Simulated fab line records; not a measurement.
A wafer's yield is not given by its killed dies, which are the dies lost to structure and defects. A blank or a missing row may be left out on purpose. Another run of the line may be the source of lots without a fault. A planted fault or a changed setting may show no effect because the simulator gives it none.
Matching of chambers	flow n5Finfet	N5_BEOL_M0_SAQP_ALD_48 on aldSin-01: 4 sister chambers
The step deposits SiO2, target thk 20 nm, pulse time 1 s, co reactant pulse time 1 s. 8 wafers are shown with their chamber, then 9 later ones without.

== WAFERS WITH THEIR CHAMBER ==
wafer	chamber	heaterPowerW (W)	precursorPulseHeightRel
L077.4	3	89	0.985
L080.6	1	80	0.988
L083.3	1	81	1.025
L083.4	3	86	0.998
L083.6	0	71	1.034
L086.1	2	77	0.980
L086.4	0	70	1.000
L086.5	2	77	1.026

== WAFERS MISSING THEIR CHAMBER ==
wafer	heaterPowerW (W)	precursorPulseHeightRel
L089.1	86	0.980
L089.3	76	1.022
L089.6	75	1.008
L095.1	85	1.003
L095.3	76	0.999
L095.6	76	1.019
L096.1	82	0.940
L096.5	78	1.022
L096.6	86	0.999

== CHAMBER TAKEN BY EACH ==
wafer	from the rows above	in truth
L089.1	3	3
L089.3	2	2
L089.6	2	2
L095.1	can't be placed: 3 or 1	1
L095.3	2	2
L095.6	2	2
L096.1	can't be placed: 1 or 2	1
L096.5	can't be placed: 2 or 1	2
L096.6	3	3
6 of 9 placed correctly. Can't be placed from these rows: 3 (the true chamber is among the candidates in 3). 0 placed wrongly.
How it was worked out, from the rows above alone: a wafer's distance from a chamber is the root of the sum, over the readings, of the square of ((its reading less the chamber's mean) divided by the reading's scatter). If the next closest chamber is less than 2 further off than the closest, the wafer can't be placed; otherwise it belongs to the closest. The mean given for a chamber averages the wafers shown for that chamber. The scatter: the root of (the sum of the squares of (reading less its chamber's mean) over the shown wafers, divided by (wafers less chambers)).
